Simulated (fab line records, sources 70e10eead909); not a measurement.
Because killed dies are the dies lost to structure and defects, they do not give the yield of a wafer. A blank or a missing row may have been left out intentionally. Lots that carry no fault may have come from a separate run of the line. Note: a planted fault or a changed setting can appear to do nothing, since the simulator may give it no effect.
fab line records	flow nand-harc
[record] lots = 5	wafers = 15	last-day = 30
route steps=1302 shown P_M0@262 P_M1@285 END@1302
lots untouched by any fault: they come from a run of this same line in which no faults occurred
start-h: hours from the record's first day to the start of the lot's first wafer shown	wait-h: time in hours since the lot's previous step	" as in the row above	L1.1+2: a row that stands for several wafers	- no value, or no start given	* or withheld: withheld	< > ~ a bound
route shown NAME@n: names a module that has steps shown in the file, with the first one's number in the route	usual: mean/standard deviation taken from wafers without a fault	same: alike in all rows	chamber/n: place in a boat	sites: per-site readings	_std_site: how widely they spread, as a standard deviation	_edge_site: inner sites' mean taken away from outer sites' mean	radius-mm: how far each site lies from the wafer's centre	mask NAME#n: copy n	behind: tool/chamber where the wafer was last shaped	hold: why the lot was held/for how many hours/how that ended	device: transistor that didn't switch, given as n, p or np	end of line: the tests these same wafers got at the end of their route	where a step has no rows: the recipe by itself	killed: dies lost to structure and defects at the first sort, not the wafer's yield	map: the dies of a wafer, with x for killed, . for not killed, _ for no die there
set.NAME: the setting the step ran with; set.NAME@STEP: the setting that earlier step ran with	model.NAME: the simulator's own value behind a step, which no gauge read
lots at some steps of the route; a table a step, a row a wafer
services: when a tool's chamber went out of use (start-h, in hours from the record's first day, below 0 if earlier), for how many hours, and the reason
[[steps]]
[step NHARC_P_M0_DEVELOP_08]
[recipe] develop-time-s = 35	dev-temp-c = 23
[step NHARC_P_M0_CD_MEAS_09]
[recipe] target-cd-nm = 90	landing-energy-ev = 500
[usual] cd-nm = 90.0/0.84
lot.wafer	tool	chamber	start-h	wait-h	cd-nm
L514.1	cd-sem-03	0	142.92	-	90.4
L514.3	"	0	"	"	90.6
L514.6	"	0	"	"	89.6
L515.2	cd-sem-01	0	157.17	-	90.4
L515.4	"	0	"	"	90.8
L515.5	"	0	"	"	89.3
L517.1	cd-sem-02	0	177.71	-	88.7
L517.3	"	0	"	"	89.7
L517.5	"	0	"	"	88.0
L519.3	cd-sem-01	0	195.06	-	87.7
L519.4	"	0	"	"	89.3
L519.5	"	0	"	"	89.0
L529.3	cd-sem-02	0	291.25	-	88.3
L529.4	"	0	"	"	89.4
L529.6	"	0	"	"	90.2
[step NHARC_P_M0_OVL_MEAS_10]
[recipe] pitch-nm = 180
[usual] overlay-x-nm = 0.1/0.82	overlay-y-nm = -0.1/0.87
lot.wafer	tool	chamber	start-h	wait-h	overlay-x-nm	overlay-y-nm
L514.1	overlay-01	-	143.01	-	0.8	-0.7
L514.3	"	-	"	"	0.7	-0.8
L514.6	"	-	"	"	0.5	-0.6
L515.2	overlay-02	-	157.26	-	1.6	1.0
L515.4	"	-	"	"	1.1	0.6
L515.5	"	-	"	"	0.7	0.2
L517.1	overlay-01	-	177.80	-	0.3	0.1
L517.3	"	-	"	"	0.1	-0.4
L517.5	"	-	"	"	-0.1	-0.1
L519.3	overlay-02	-	195.14	-	-0.8	-0.5
L519.4	"	-	"	"	-0.8	-0.3
L519.5	"	-	"	"	-0.4	-0.6
L529.3	overlay-01	-	291.34	-	-1.0	-0.6
L529.4	"	-	"	"	-1.0	-0.9
L529.6	"	-	"	"	-1.3	-1.0
[step NHARC_P_M0_INSPECT_11]
[usual] raw-defect-count = 4.6/2.7
lot.wafer	tool	chamber	start-h	wait-h	raw-defect-count
L514.1	defect-inspect-01	-	143.05	0.0	2
L514.3	"	-	"	"	2
L514.6	"	-	"	"	4
L515.2	defect-inspect-01	-	157.29	0.0	8
L515.4	"	-	"	"	11
L515.5	"	-	"	"	3
L517.1	defect-inspect-01	-	177.84	0.0	6
L517.3	"	-	"	"	2
L517.5	"	-	"	"	7
L519.3	defect-inspect-02	-	195.18	0.0	3
L519.4	"	-	"	"	1
L519.5	"	-	"	"	4
L529.3	defect-inspect-01	-	291.38	0.0	4
L529.4	"	-	"	"	2
L529.6	"	-	"	"	1
[step NHARC_P_M0_DESCUM_14]
[recipe] time-s = 3	o2-flow-sccm = 200	ar-flow-sccm = 0	bias-power-w = 0	chemistry = O2
[step NHARC_P_M0_ETCH_34]
[recipe] target-depth-a = 400	overetch-a = 120	time-s = 43.94	ion-energy-ev = 200	n2-flow-sccm = 150	h2-flow-sccm = 150	ar-flow-sccm = 0	rf-w = 400	bias-w = 150	chemistry = N2/H2
[usual] drypump-motor-current-A = 5.7/0.41	oes-product-au = 0.999/0.014	rf-vpp-V = 431/3.2	showerhead-plenum-p-Torr = 2.08/0.11	throttle-valve-pct = 14.171/0.0086
lot.wafer	tool	chamber	start-h	wait-h	drypump-motor-current-A	oes-product-au	rf-hours-counter-h	rf-vpp-V	showerhead-plenum-p-Torr	throttle-valve-pct
L514.3	rie-diel-12	0	143.19	0.1	5.4	0.995	10	434	2.14	14.169
L514.1	"	3	"	"	6.3	1.011	10	435	2.16	14.160
L514.6	"	1	"	"	5.9	0.970	-	434	2.17	14.165
L515.2	rie-diel-07	1	157.45	0.1	5.5	0.995	9	429	1.92	14.183
L515.4	"	2	"	"	5.9	1.002	10	432	2.13	14.165
L515.5	"	0	"	"	5.9	0.998	-	435	2.21	14.176
L517.3	rie-diel-01	2	177.99	0.1	5.4	1.000	38	427	1.93	14.181
L517.1	"	0	"	"	5.1	0.998	51	435	2.20	14.169
L517.5	"	2	"	"	5.4	0.997	-	427	1.93	14.164
L519.4	rie-diel-07	0	195.33	0.1	5.9	0.975	21	436	2.21	14.173
L519.3	"	2	"	"	5.9	1.008	21	432	2.13	14.166
L519.5	"	0	"	"	5.9	0.985	-	435	2.21	14.167
L529.3	rie-diel-12	2	291.52	0.1	5.1	1.005	2	427	1.91	14.174
L529.4	"	3	"	"	6.3	1.012	2	434	2.15	14.166
L529.6	"	2	"	"	5.1	1.009	-	426	1.91	14.182
[step NHARC_P_M0_ETCH_15]
[recipe] target-depth-a = 1500	overetch-a = 150	time-s = 82.5	c4f8-flow-sccm = withheld	ar-flow-sccm = 400	rf-w = 600	bias-w = 300	chemistry = C4F8/Ar
[step NHARC_P_M0_CD_MEAS_16]
[usual] cd-nm = 90.2/1.1
lot.wafer	tool	chamber	start-h	wait-h	cd-nm
L514.1	cd-sem-01	-	143.40	-	90.7
L514.3	"	-	"	"	91.7
L514.6	"	-	"	"	90.8
L515.2	cd-sem-02	-	157.67	-	91.0
L515.4	"	-	"	"	90.9
L515.5	"	-	"	"	90.5
L517.1	cd-sem-01	-	178.20	-	88.5
L517.3	"	-	"	"	89.7
L517.5	"	-	"	"	88.4
L519.3	cd-sem-01	-	195.54	-	87.2
L519.4	"	-	"	"	89.9
L519.5	"	-	"	"	89.7
L529.3	cd-sem-01	-	291.74	-	87.3
L529.4	"	-	"	"	88.7
L529.6	"	-	"	"	89.7
[step NHARC_P_M0_STRIP_18]
[recipe] power-w = 1000	n2-flow-sccm = 150	h2-flow-sccm = 150	ar-flow-sccm = 0	bias-w = 0	chemistry = N2/H2
[step NHARC_P_M0_STRIP_19]
[recipe] time-s = 600	temp-c = 30	chemistry = post-etch-residue-remover
[step NHARC_P_M0_DEGAS_28]
[recipe] temp-c = 250	time-s = 60
[step NHARC_P_M0_PRE_CLEAN_29]
[recipe] time-s = 30	temp-c = 280	gas = H2/He
[usual] heater-power-w = 406/49
lot.wafer	tool	chamber	start-h	wait-h	heater-power-w
L514.1	pvd-sputter-03	-	-	-	403
L514.3	"	-	"	"	367
L514.6	"	-	"	"	403
L515.2	pvd-sputter-01	-	-	-	422
L515.4	"	-	"	"	341
L515.5	"	-	"	"	432
L517.3	pvd-sputter-02	-	-	-	403
L517.1	"	-	"	"	334
L517.5	"	-	"	"	341
L519.4	pvd-sputter-01	-	-	-	337
L519.3	"	-	"	"	437
L519.5	"	-	"	"	337
L529.3	pvd-sputter-01	-	-	-	421
L529.4	"	-	"	"	427
L529.6	"	-	"	"	406
[step NHARC_P_M0_PVD_20]
[recipe] target-thk-a = 50	bias-v = 168.6	power-w = 15000	chamber-pressure-pa = 0.12	time-s = 8.06	substrate-temp-c = 50	material = TaN
[usual] chamber-pressure-pa = 0.12/0.00027	throttle-valve-pct = 29.9/0.82
lot.wafer	tool	chamber	start-h	wait-h	chamber-pressure-pa	throttle-valve-pct
L514.3	pvd-sputter-03	-	144.17	-	0.12025	28.2
L514.1	"	-	"	"	0.11973	31.0
L514.6	"	-	"	"	0.1204	28.9
L515.4	pvd-sputter-01	-	158.41	-	0.12021	31.3
L515.2	"	-	"	"	0.12005	30.0
L515.5	"	-	"	"	0.12001	31.6
L517.1	pvd-sputter-02	-	178.93	-	0.12013	29.3
L517.3	"	-	"	"	0.11993	28.2
L517.5	"	-	"	"	0.11989	29.3
L519.3	pvd-sputter-01	-	196.28	-	0.12005	31.1
L519.4	"	-	"	"	0.11968	31.7
L519.5	"	-	"	"	0.11998	31.1
L529.4	pvd-sputter-01	-	292.62	-	0.11996	30.9
L529.3	"	-	"	"	0.11997	31.0
L529.6	"	-	"	"	0.1197	30.5
[step NHARC_P_M0_PVD_21]
[recipe] target-thk-a = 300	chamber-pressure-pa = 5	power-w = 5000	substrate-temp-c = 30	time-s = 20.49	material = Cu
[step NHARC_P_M0_ECD_22]
[recipe] target-thk-a = 4000	bath-temp-c = 25	material = Cu
[step NHARC_P_M0_ANNEAL_30]
[recipe] temp-c = 225	time-s = 90
[usual] wafer_temp_C_max = 226.3/0.3
lot.wafer	tool	chamber	start-h	wait-h	wafer_temp_C_max
L514.1	rtp-anneal-01	0	144.80	-	226.6
L514.3	"	0	"	"	226.9
L514.6	"	0	"	"	226.6
L515.2	rtp-anneal-02	0	159.11	0.4	226.1
L515.4	"	0	"	"	226.6
L515.5	"	0	"	"	226.7
L517.1	rtp-anneal-01	0	179.56	0.3	226.5
L517.3	"	0	"	"	226.5
L517.5	"	0	"	"	226.5
L519.3	rtp-anneal-02	0	196.99	-	226.3
L519.4	"	0	"	"	225.8
L519.5	"	0	"	"	226.1
L529.3	rtp-anneal-01	0	293.34	-	226.4
L529.4	"	0	"	"	226.2
L529.6	"	0	"	"	226.4
[step NHARC_P_M0_CMP_23]
[recipe] t-overpolish-s = 20	target-thk-nm = 117.54
[step NHARC_P_M0_THK_MEAS_24]
[recipe] thk-meas-gauge = xrf
[usual] thk-nm = 117.7/1.5
lot.wafer	tool	chamber	start-h	wait-h	thk-nm
L514.1	film-metro-02	-	145.45	-	118.3
L514.3	"	-	"	"	119.2
L514.6	"	-	"	"	118.1
L515.2	film-metro-01	-	159.74	-	116.0
L515.4	"	-	"	"	116.2
L515.5	"	-	"	"	114.8
L517.1	film-metro-02	-	180.21	-	119.4
L517.3	"	-	"	"	119.1
L517.5	"	-	"	"	121.0
L519.3	film-metro-02	-	197.55	-	117.6
L519.4	"	-	"	"	117.1
L519.5	"	-	"	"	119.1
L529.3	film-metro-02	-	293.90	-	116.9
L529.4	"	-	"	"	118.4
L529.6	"	-	"	"	117.4
[step NHARC_P_M0_SRD_25]
[step NHARC_P_M0_PRE_CLEAN_31]
[recipe] time-s = 12	temp-c = 370	rf-power-w = 300	gas = NH3
[step NHARC_P_M0_DEP_32]
[recipe] target-thk-a = 300	temp-c = 370	target-thk-nm = 30	pressure-torr = 3	flow-sccm = 200	rf-w = 450	material = SiCN
[step NHARC_P_M1_DEP_00]
[recipe] target-thk-a = 1825	target-thk-nm = 182.5	temp-c = withheld	pressure-torr = 5	flow-sccm = 200	rf-w = 600	material = SiOC
[step NHARC_P_M1_DEHYDRATE_01]
[recipe] temp-c = 150	time-s = 120
[step NHARC_P_M1_HMDS_02]
[recipe] time-s = 30
[step NHARC_P_M1_COAT_34]
[recipe] temp-c = 200	time-s = 65
[step NHARC_P_M1_COAT_03]
[recipe] spin-rpm = 1500	resist-thk-nm = 90
[step NHARC_P_M1_SOFTBAKE_04]
[recipe] temp-c = 105	time-s = 55
[step NHARC_P_M1_EBR_05]
[step NHARC_P_M1_EXPOSE_06]
[recipe] na = 1.35	target-cd-nm = 130	dose-mj = 81.88	mask-id = P_M1
[step NHARC_P_M1_PEB_07]
[recipe] peb-temp-c = 100	peb-time-s = 65
[step NHARC_P_M1_DEVELOP_08]
[recipe] develop-time-s = 35	dev-temp-c = 23
[step NHARC_P_M1_CD_MEAS_09]
[recipe] target-cd-nm = 130	landing-energy-ev = 500
[usual] cd-nm = 130.3/0.8
lot.wafer	tool	chamber	start-h	wait-h	cd-nm
L514.1	cd-sem-02	0	146.88	-	131.5
L514.3	"	0	"	"	130.3
L514.6	"	0	"	"	132.2
L515.2	cd-sem-02	0	161.31	-	130.2
L515.4	"	0	"	"	129.7
L515.5	"	0	"	"	129.2
L517.1	cd-sem-03	0	181.76	-	130.2
L517.3	"	0	"	"	131.3
L517.5	"	0	"	"	130.6
L519.3	cd-sem-01	0	199.10	-	131.5
L519.4	"	0	"	"	131.6
L519.5	"	0	"	"	130.1
L529.3	cd-sem-03	0	295.34	-	129.1
L529.4	"	0	"	"	128.9
L529.6	"	0	"	"	130.7
[step NHARC_P_M1_OVL_MEAS_10]
[recipe] pitch-nm = 260
[usual] overlay-x-nm = 0.2/1.1	overlay-y-nm = -0.1/0.86
lot.wafer	tool	chamber	start-h	wait-h	overlay-x-nm	overlay-y-nm
L514.1	overlay-01	-	146.97	-	-0.2	-1.3
L514.3	"	-	"	"	-0.2	-0.7
L514.6	"	-	"	"	0.8	-1.2
L515.2	overlay-01	-	161.40	-	0.9	0.7
L515.4	"	-	"	"	1.3	0.0
L515.5	"	-	"	"	1.2	-0.4
L517.1	overlay-01	-	181.85	-	0.1	-0.8
L517.3	"	-	"	"	0.6	-0.6
L517.5	"	-	"	"	0.3	-0.4
L519.3	overlay-01	-	199.18	-	0.4	-0.4
L519.4	"	-	"	"	0.4	0.1
L519.5	"	-	"	"	0.4	-0.2
L529.3	overlay-02	-	295.43	-	0.6	0.4
L529.4	"	-	"	"	0.2	0.4
L529.6	"	-	"	"	0.2	0.2
[step NHARC_P_M1_DESCUM_14]
[recipe] time-s = 3	o2-flow-sccm = 200	ar-flow-sccm = 0	bias-power-w = 0	chemistry = O2
[step NHARC_P_M1_ETCH_35]
[recipe] target-depth-a = 400	overetch-a = 120	time-s = 43.94	ion-energy-ev = 200	n2-flow-sccm = 150	h2-flow-sccm = 150	ar-flow-sccm = 0	rf-w = 400	bias-w = 150	chemistry = N2/H2
[step NHARC_P_M1_ETCH_15]
[recipe] target-depth-a = 1825	time-s = 91.2	c4f8-flow-sccm = withheld	ar-flow-sccm = 400	rf-w = 600	bias-w = 300	chemistry = C4F8/Ar
[usual] oes-product-au = 0.957/0.022	rf-vpp-V = 439.7/2.1
lot.wafer	tool	chamber	start-h	wait-h	oes-product-au	rf-hours-counter-h	rf-vpp-V
L514.3	rie-diel-10	3	-	-	0.978	4	440.0
L514.1	"	0	"	"	0.993	4	439.2
L514.6	"	3	"	"	0.978	-	436.9
L515.2	rie-diel-10	0	-	-	0.990	5	439.2
L515.4	"	3	"	"	0.968	4	438.8
L515.5	"	1	"	"	0.975	-	436.4
L517.3	rie-diel-10	2	-	-	0.925	6	440.0
L517.1	"	3	"	"	0.937	6	438.8
L517.5	"	1	"	"	0.926	-	437.7
L519.3	rie-diel-10	3	-	-	0.926	7	439.8
L519.4	"	1	"	"	0.925	7	437.4
L519.5	"	0	"	"	0.947	-	438.9
L529.3	rie-diel-05	3	-	-	0.978	4	440.8
L529.4	"	0	"	"	0.974	5	444.4
L529.6	"	3	"	"	0.976	-	442.1
[step NHARC_P_M1_CD_MEAS_16]
[usual] cd-nm = 130.5/0.9
lot.wafer	tool	chamber	start-h	wait-h	cd-nm
L514.1	cd-sem-02	-	147.37	-	130.9
L514.3	"	-	"	"	130.5
L514.6	"	-	"	"	131.5
L515.2	cd-sem-01	-	161.80	-	131.2
L515.4	"	-	"	"	129.3
L515.5	"	-	"	"	129.5
L517.1	cd-sem-01	-	182.25	-	132.0
L517.3	"	-	"	"	132.2
L517.5	"	-	"	"	131.1
L519.3	cd-sem-01	-	199.59	-	131.9
L519.4	"	-	"	"	131.5
L519.5	"	-	"	"	131.2
L529.3	cd-sem-02	-	295.83	-	128.8
L529.4	"	-	"	"	129.7
L529.6	"	-	"	"	130.8
[step NHARC_P_M1_STRIP_18]
[recipe] power-w = 1000	n2-flow-sccm = 150	h2-flow-sccm = 150	ar-flow-sccm = 0	bias-w = 0	chemistry = N2/H2
[step NHARC_P_M1_ETCH_28]
[recipe] target-depth-a = 300	over-etch-frac = 0.3	time-s = 72.99	ion-energy-ev = 150	cf4-flow-sccm = 50	n2-flow-sccm = 100	ar-flow-sccm = 150	rf-w = 300	bias-w = 100	chemistry = CF4/N2
[usual] drypump-motor-current-A = 5.7/0.39	oes-product-au = 1.000/0.012	rf-vpp-V = 313.5/1.9	showerhead-plenum-p-Torr = 2.59/0.096	throttle-valve-pct = 19.795/0.0088
lot.wafer	tool	chamber	start-h	wait-h	drypump-motor-current-A	oes-product-au	rf-hours-counter-h	rf-vpp-V	showerhead-plenum-p-Torr	throttle-valve-pct
L514.3	rie-diel-03	2	-	-	6.2	1.014	10	311.4	2.47	19.785
L514.1	"	0	"	"	4.8	1.002	10	312.9	2.62	19.807
L514.6	"	3	"	"	5.8	1.027	-	313.9	2.63	19.781
L515.4	rie-diel-05	1	-	-	5.5	0.990	9	312.9	2.51	19.783
L515.2	"	2	"	"	6.1	1.003	9	312.4	2.52	19.802
L515.5	"	0	"	"	5.5	0.972	-	317.0	2.73	19.807
L517.1	rie-diel-03	0	-	-	4.8	0.989	22	314.3	2.61	19.783
L517.3	"	1	"	"	6.3	1.014	18	316.9	2.73	19.805
L517.5	"	0	"	"	4.8	0.989	-	313.6	2.61	19.795
L519.3	rie-diel-03	0	-	-	4.8	1.005	29	313.6	2.61	19.793
L519.4	"	0	"	"	4.8	0.999	-	313.5	2.61	19.784
L519.5	"	1	"	"	6.3	1.008	-	313.7	2.73	19.797
L529.3	rie-diel-10	2	-	-	5.4	0.996	3	313.1	2.59	19.796
L529.4	"	0	"	"	5.9	1.004	-	312.0	2.60	19.791
L529.6	"	1	"	"	5.6	0.983	-	311.3	2.46	19.782
[step NHARC_END_SORT_01]
[recipe] temp-c = 25
[usual] defect-limited-yield = 91/3.1	killed-at-array = 57/21	killed-at-other = 0.9/1.2	killed-at-periphery = 4.2/2.9	killed-dies = 62/21	killed-open = 3.2/1.8	killed-short = 2.4/1.5
[same] gross-dies = 677
lot.wafer	tool	chamber	start-h	wait-h	defect-limited-yield[%]	killed-at-array	killed-at-other	killed-at-periphery	killed-dies	killed-open	killed-short
L514.1	prober-01	0	580.06	2.5	93	48	0	2	50	2	2
L514.3	prober-01	0	581.64	3.1	94	35	0	3	38	2	0
L514.6	prober-01	0	584.01	4.0	92	47	0	6	53	4	1
L515.2	prober-01	0	596.25	2.8	85	95	3	5	103	1	1
L515.4	prober-01	0	597.84	3.4	83	107	2	8	117	4	0
L515.5	prober-01	0	598.63	3.7	86	93	2	3	98	3	3
L517.1	prober-01	0	629.84	2.5	92	46	1	4	51	5	2
L517.3	prober-01	0	631.43	3.1	92	45	1	7	53	6	2
L517.5	prober-01	0	633.01	3.7	92	49	2	5	56	5	4
L519.3	prober-01	0	649.02	3.1	89	75	0	2	77	3	1
L519.4	prober-01	0	649.84	3.4	90	65	1	2	68	1	3
L519.5	prober-01	0	650.65	3.8	89	75	0	2	77	0	3
L529.3	prober-02	0	713.43	3.1	80	54	0	80	134	2	2
L529.4	prober-02	0	714.24	3.4	93	46	0	2	48	4	1
L529.6	prober-02	0	715.84	4.0	91	56	2	0	58	4	4
// killed by level:class
L514.1 A_SLIT:chamber-film-flake=17 A_CHANNEL_HOLE_D2:chamber-film-flake=8 A_CONTACT:chamber-film-flake=7 A_M0:chamber-film-flake=7 A_STAIRCASE:chamber-film-flake=3 P_CONTACT:geometric-particle:open=1 P_M0:geometric-particle:short=1 A_ONON_D1:geometric-particle:open=1
L514.3 A_SLIT:chamber-film-flake=22 A_CHANNEL_HOLE_D2:chamber-film-flake=5 A_CONTACT:chamber-film-flake=3 P_M0:geometric-particle:open=1 A_WL_FILL:geometric-particle:open=1 P_STI:chamber-film-flake=1 P_BONDPAD:chamber-film-flake=1 A_CHANNEL_HOLE_D1:chamber-film-flake=1
L514.6 A_SLIT:chamber-film-flake=22 A_CHANNEL_HOLE_D2:chamber-film-flake=7 A_CONTACT:chamber-film-flake=6 A_STAIRCASE:chamber-film-flake=4 P_M0:geometric-particle:open=3 A_CHANNEL_HOLE_D1:chamber-film-flake=2 A_M0:chamber-film-flake=2 A_M0:geometric-particle:open=1
L515.2 A_CHANNEL_HOLE_D2:chamber-film-flake=33 A_CHANNEL_HOLE_D1:chamber-film-flake=32 A_SLIT:chamber-film-flake=18 A_STAIRCASE:chamber-film-flake=5 THIN_TSV:chamber-film-flake=3 P_GATE:chamber-film-flake=2 A_CONTACT:chamber-film-flake=2 A_DECK1_JOINT:geometric-particle:short=1
L515.4 A_CHANNEL_HOLE_D2:chamber-film-flake=33 A_CHANNEL_HOLE_D1:chamber-film-flake=32 A_SLIT:chamber-film-flake=25 A_CONTACT:chamber-film-flake=4 A_M1:chamber-film-flake=4 P_ZERO_WELL:chamber-film-flake=3 P_CONTACT:chamber-film-flake=3 A_DECK1_JOINT:chamber-film-flake=3
L515.5 A_CHANNEL_HOLE_D1:chamber-film-flake=30 A_SLIT:chamber-film-flake=27 A_CHANNEL_HOLE_D2:chamber-film-flake=24 A_BLC:geometric-particle:open=3 A_M1:chamber-film-flake=3 A_STAIRCASE:chamber-film-flake=2 A_CONTACT:chamber-film-flake=2 P_GATE:geometric-particle:short=1
L517.1 A_SLIT:chamber-film-flake=26 A_CHANNEL_HOLE_D2:chamber-film-flake=7 A_CONTACT:chamber-film-flake=3 A_M0:chamber-film-flake=2 P_CONTACT:geometric-particle:open=1 A_CHANNEL_FILL_D1:geometric-particle:open=1 A_CHANNEL_HOLE_D2:geometric-particle:short=1 A_WL_FILL:geometric-particle:open=1
L517.3 A_SLIT:chamber-film-flake=25 A_CHANNEL_HOLE_D2:chamber-film-flake=13 A_ONON_D1:geometric-particle:open=2 A_CHANNEL_FILL_D2:geometric-particle:open=2 P_M0:chamber-film-flake=2 P_CONTACT:geometric-particle:open=1 P_M0:geometric-particle:short=1 P_M2:geometric-particle:open=1
L517.5 A_SLIT:chamber-film-flake=28 A_CHANNEL_HOLE_D1:chamber-film-flake=4 A_CHANNEL_HOLE_D2:chamber-film-flake=4 A_CONTACT:chamber-film-flake=3 P_M0:geometric-particle:open=2 A_ONON_D1:geometric-particle:open=2 A_DECK1_JOINT:geometric-particle:short=2 A_M0:chamber-film-flake=2
L519.3 A_CHANNEL_HOLE_D2:chamber-film-flake=37 A_SLIT:chamber-film-flake=25 A_CHANNEL_HOLE_D1:chamber-film-flake=5 A_BLC:chamber-film-flake=3 A_CHANNEL_FILL_D2:chamber-film-flake=2 P_CONTACT:geometric-particle:short=1 A_WL_FILL:geometric-particle:open=1 A_BLC:geometric-particle:open=1
L519.4 A_CHANNEL_HOLE_D2:chamber-film-flake=33 A_SLIT:chamber-film-flake=21 A_CHANNEL_HOLE_D1:chamber-film-flake=4 A_CHANNEL_FILL_D2:chamber-film-flake=2 A_CONTACT:chamber-film-flake=2 P_STI:geometric-particle:short=1 A_SOURCE_PLATE:geometric-particle:open=1 A_DECK1_JOINT:geometric-particle:short=1
L519.5 A_CHANNEL_HOLE_D2:chamber-film-flake=33 A_SLIT:chamber-film-flake=24 A_CHANNEL_HOLE_D1:chamber-film-flake=11 P_STI:chamber-film-flake=2 A_ONON_D1:geometric-particle:short=1 A_CHANNEL_HOLE_D2:geometric-particle:short=1 A_M1:geometric-particle:short=1 A_ZERO_WELL:chamber-film-flake=1
L529.3 P_M0:unspecified=78 A_SLIT:chamber-film-flake=32 A_CHANNEL_HOLE_D1:chamber-film-flake=7 A_CONTACT:chamber-film-flake=7 A_CHANNEL_FILL_D2:chamber-film-flake=2 A_BONDPAD:chamber-film-flake=2 P_CONTACT:geometric-particle:open=1 A_ONON_D1:geometric-particle:short=1
L529.4 A_SLIT:chamber-film-flake=27 A_CHANNEL_HOLE_D1:chamber-film-flake=6 A_CONTACT:chamber-film-flake=4 A_BONDPAD:chamber-film-flake=3 A_STAIRCASE:chamber-film-flake=2 P_STI:geometric-particle:open=1 P_M2:geometric-particle:open=1 A_CHANNEL_FILL_D1:geometric-particle:open=1
L529.6 A_SLIT:chamber-film-flake=22 A_CHANNEL_HOLE_D1:chamber-film-flake=11 A_CONTACT:chamber-film-flake=7 A_STAIRCASE:chamber-film-flake=3 A_CHANNEL_FILL_D2:chamber-film-flake=2 A_BONDPAD:chamber-film-flake=2 A_CHANNEL_HOLE_D1:geometric-particle:open=1 A_DECK1_JOINT:geometric-particle:short=1
// map L529.3 (x killed, . not)
____________.____________
_________.....x._________
_______..........._______
______x............______
_____.xx............_____
____xx...............____
____..xx.............____
___...................___
___...................___
__.....................__
__.....................__
_......................._
_..........x............_
_.............x..x......_
_....x.................._
_x..............xx......_
..............x..........
.........................
.........x..x............
x..........x.............
..x.xxx....xxx..........x
_.xxx.x...xxxx.x........_
_xx.xxx.xxxxxxx........._
_x.x.x.xxxxxxxxx........_
_xxxxx.xxxxxxxxx.....x.._
_xx.xx.xxxxxxxx.x......._
__xxxxxxxxxxxxx........__
__.x.x..xxxxxxxx.......__
___..x..xxxxxxx......x___
___.......xxxxx.......___
____.....x.xxx.......____
____.....x..xx.......____
_____..............._____
______.............______
_______x.........._______
_________......._________
____________.____________
// map L515.4 (x killed, . not)
____________.____________
_________......._________
_______..........._______
______.............______
_____.x............._____
____x......x.........____
____.....x...........____
___.........x.xx......___
___.....x..xxxx.......___
__.........xxxxx.xx...x__
__.........xx.x.x....x.__
_...........x.xxxx..x..._
_......x....x.x..x......_
_.............x.x......._
_.....x.x....x.........._
_...........xxx.......x._
..............x......x...
...x.........x...........
.........................
..x..x..............x...x
........x................
_..xxxx...x............._
_x.x.....x.x............_
_xxxx..xxx.............._
_.x.xx...x....x.....x.x._
_..xx..xx.xx..x........._
__xxxxx..xxxxx.......x.__
__..xx...xxxx..........__
___....xxxxxx......x..___
___......xxx...x......___
____....x..x.........____
____.................____
_____x........x....._____
______........xx...______
_______..........._______
_________......._________
____________.____________
[[services]]
tool	chamber	start-h	hours	kind
rie-diel-05	1	128.12	20.4	repair
rie-diel-01	2	140.71	1.2	repair
pvd-sputter-03	-	165.68	2.6	repair
rie-diel-05	0	168.87	4.4	repair
pvd-sputter-03	-	170.03	10.0	pm
rie-diel-01	1	188.66	4.4	repair
rie-diel-03	3	194.00	15.7	repair
rie-diel-10	0	214.78	1.8	repair
rie-diel-07	2	219.70	5.1	repair
pvd-sputter-01	-	226.00	10.0	pm
rie-diel-05	-	229.60	9.0	pm
rie-diel-07	2	238.96	15.5	repair
rie-diel-10	-	242.50	9.0	pm
pvd-sputter-03	-	244.05	7.5	repair
rie-diel-03	-	245.04	0.1	repair
pvd-sputter-03	-	252.58	5.7	repair
rie-diel-07	2	265.94	33.9	repair
rie-diel-10	3	268.32	1.3	repair
rie-diel-12	-	268.41	9.0	pm
rie-diel-03	0	269.77	7.4	repair
rie-diel-03	-	281.34	9.0	pm
pvd-sputter-02	-	282.00	10.0	pm
rie-diel-10	3	295.04	7.8	repair
rie-diel-07	-	295.80	9.0	pm
[[key]]
[first-sign] step = NHARC_END_SORT_01	reading = killed-at-periphery	direction = up	sigmas = 26	usual = 4.2	struck = 80
[effect] step = NHARC_END_SORT_01	reading = defect-limited-yield	direction = down	sigmas = 3.4	usual = 91	struck = 80
[more-kills-born-at] NHARC_P_M0_PVD_20@pvd-sputter-01 = 78
met-at NHARC_P_M0_PVD_20
struck-wafers L529.3
[fault] kind = chamber-particle-source	tool = pvd-sputter-01	chamber = -	onset-h = 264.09	steps = NHARC_P_M0_PVD_20	rate-per-visit-cm2 = 0.65849	end-h = 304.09	scope = struck-wafers-only
